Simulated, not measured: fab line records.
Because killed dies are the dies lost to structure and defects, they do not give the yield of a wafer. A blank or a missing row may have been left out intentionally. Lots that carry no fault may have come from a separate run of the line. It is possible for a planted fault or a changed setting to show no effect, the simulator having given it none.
The same fault as seen by 2 desks -- flow nand_harc -- numbers are kept per desk, each desk with only its own; the story behind them comes last

## DESK OF THE TOOL OWNER: ald_metal-01
The tool's own readings at NHARC_A_WL_FILL_ALD_19 (deposits TiN, target thk 2 nm, pulse time 3 s, ald cycles 100): means of the sampled wafers that have a number, for each lot that ran on this tool. The brackets show how far a lot's mean lies from the usual mean; more than 4 standard deviations puts the lot out of limits, marked OUT.
Columns: A = heater_power_w at NHARC_A_WL_FILL_ALD_19, usual 1090 W; B = precursor_pulse_height_rel at NHARC_A_WL_FILL_ALD_19, usual 1.001
lot,first seen here,A,B
L579,day 21 06:31,1146,0.992
L581,day 21 17:41,1289,0.995
L582,day 22 11:11,1293,0.984
L590,day 26 12:49,1114,1.001
L593,day 27 07:08,1014,1.022
L592,day 27 10:05,1218,1.014
Result from this desk: across the 6 lots, nothing is out of limits.

## THE DEFECT DESK
What the inspections along the route counted, lot by lot: means of the sampled wafers that have a number. The brackets show how far a lot's mean lies from the usual mean; more than 4 standard deviations puts the lot out of limits, marked OUT.
Columns: A = raw_defect_count at NHARC_A_SIN_REMOVE_INSPECT_04, usual 379
lot,first seen here,A
L579,day 20 13:32,393
L580,day 20 23:46,352
L581,day 20 23:46,332
L582,day 21 17:43,360
L583,day 22 08:04,503
L590,day 25 12:35,439
L593,day 26 10:19,502
L592,day 26 15:08,320
L595,day 27 13:31,342
L597,day 28 03:19,358
L596,day 28 06:20,368
L599,day 28 16:25,334
L601,day 29 09:33,439
L600,day 29 09:35,268
Result from this desk: across the 14 lots, nothing is out of limits.

## BROUGHT TOGETHER
Nothing out of limits was seen by the tool owner's desk.
Nothing the defect desk looked at was out of limits.

## WHAT THE SIMULATOR HAD PUT IN
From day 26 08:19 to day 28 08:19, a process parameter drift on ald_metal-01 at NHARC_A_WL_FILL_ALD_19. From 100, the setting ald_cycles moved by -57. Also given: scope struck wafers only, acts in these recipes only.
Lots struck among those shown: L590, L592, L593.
